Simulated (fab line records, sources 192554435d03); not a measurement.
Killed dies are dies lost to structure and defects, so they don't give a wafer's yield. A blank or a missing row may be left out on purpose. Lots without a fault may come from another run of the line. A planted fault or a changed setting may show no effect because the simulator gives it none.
Split-lot experiment | flow n5_finfet | 7 lots, 21 wafers read, on a route of 1938 steps

THE SPLIT
At N5_MIM_BOT_SPUTTER_00 (material TiN, target thk 35 nm, time 89.7 s), the setting time_s was moved away from the recipe's 89.7 s on 8 of the 21 wafers read, by -10.4% to +6.9%. The other wafers ran this setting at the recipe's value.

The reading is taken at the split's own step.

THE READING
TiN_of_MIM_BOT_SPUTTER_00.thk_nm (the simulator's own value, which no gauge read), in nm, at N5_MIM_BOT_SPUTTER_00 (material TiN, target thk 35 nm, time 89.7 s). The file gives no usual value for it. The 13 wafers here that ran the recipe average 34.8 nm, standard deviation 0.31 nm.

wafer  | tool, chamber at the split | time_s as run, s | against the recipe | TiN_of_MIM_BOT_SPUTTER_00.thk_nm, nm | against lot-mates on the recipe
L078.1 | pvd_sputter-02, -          | 95.89            | +6.9%              | 36.8                                 | no lot-mate on the recipe
L078.2 | pvd_sputter-02, -          | 95.89            | +6.9%              | 37.2                                 | no lot-mate on the recipe
L078.4 | pvd_sputter-02, -          | 95.89            | +6.9%              | 37.6                                 | no lot-mate on the recipe
L082.1 | pvd_sputter-01, -          | 89.7             | recipe             | 35.4                                 | -
L082.2 | pvd_sputter-01, -          | 89.7             | recipe             | 34.6                                 | -
L082.5 | pvd_sputter-01, -          | 89.7             | recipe             | 35                                   | -
L084.2 | pvd_sputter-02, -          | 80.33            | -10.4%             | 32.2                                 | -2.8
L084.3 | pvd_sputter-02, -          | 80.33            | -10.4%             | 31.6                                 | -3.4
L084.6 | pvd_sputter-02, -          | 89.7             | recipe             | 35                                   | -
L089.2 | pvd_sputter-01, -          | 89.7             | recipe             | 35                                   | -
L089.4 | pvd_sputter-01, -          | 89.7             | recipe             | 34.4                                 | -
L089.6 | pvd_sputter-01, -          | 89.7             | recipe             | 34.8                                 | -
L091.3 | pvd_sputter-02, -          | 82.11            | -8.5%              | 31.4                                 | -3.2
L091.5 | pvd_sputter-02, -          | 82.11            | -8.5%              | 31.8                                 | -2.8
L091.6 | pvd_sputter-02, -          | 89.7             | recipe             | 34.6                                 | -
L094.1 | pvd_sputter-01, -          | 89.7             | recipe             | 34.6                                 | -
L094.4 | pvd_sputter-01, -          | 89.7             | recipe             | 35.2                                 | -
L094.5 | pvd_sputter-01, -          | 89.7             | recipe             | 34.4                                 | -
L095.3 | pvd_sputter-01, -          | 93.89            | +4.7%              | 36.8                                 | +2.3
L095.4 | pvd_sputter-01, -          | 89.7             | recipe             | 34.6                                 | -
L095.5 | pvd_sputter-01, -          | 89.7             | recipe             | 34.4                                 | -

THE FIT
A straight line over all 21 wafers: TiN_of_MIM_BOT_SPUTTER_00.thk_nm changes by +0.331 nm for each +1% of time_s; r = +0.97; the points scatter about the line by 0.4 nm.
The same after taking each lot's own level away (the mean of its wafers on the recipe; 18 wafers): +0.335 nm for each +1%; r = +0.97; scatter 0.35 nm.
On that fit, the largest move of time_s shifts the reading by 3.5 nm.
The lots' own levels span 34.50 to 35.00 nm, that is 1.6 times the standard deviation above.
So the lot-to-lot level changes the slope little: the two slopes agree.
Check: with one of the wafers moved furthest among these (-10.4%) left out of the fit, the line predicts -3.69 nm for it against its lot-mates. It came out at -2.8 nm against them.

OTHER SPLITS ON THESE WAFERS
These wafers also went through other splits before the reading. Each is held against what the fit with the lots' levels taken away leaves over:
other split on the same wafers | wafers away from the commonest value | r with TiN_of_MIM_BOT_SPUTTER_00.thk_nm (lot level and that fit taken away)
N5_BEOL_M13_EXPOSE_07 dose_mj  | 5                                    | +0.30
N5_BEOL_M13_ETCH_59 time_s     | 5                                    | +0.10
N5_BEOL_M14_SPUTTER_43 power_w | 10                                   | -0.25
N5_BEOL_M15_ILD_DEP_00 temp_c  | 8                                    | +0.10

THE FILE'S OWN FIT
TiN_of_MIM_BOT_SPUTTER_00.thk_nm changes by +0.338 nm for each +1% of time_s, r = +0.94.
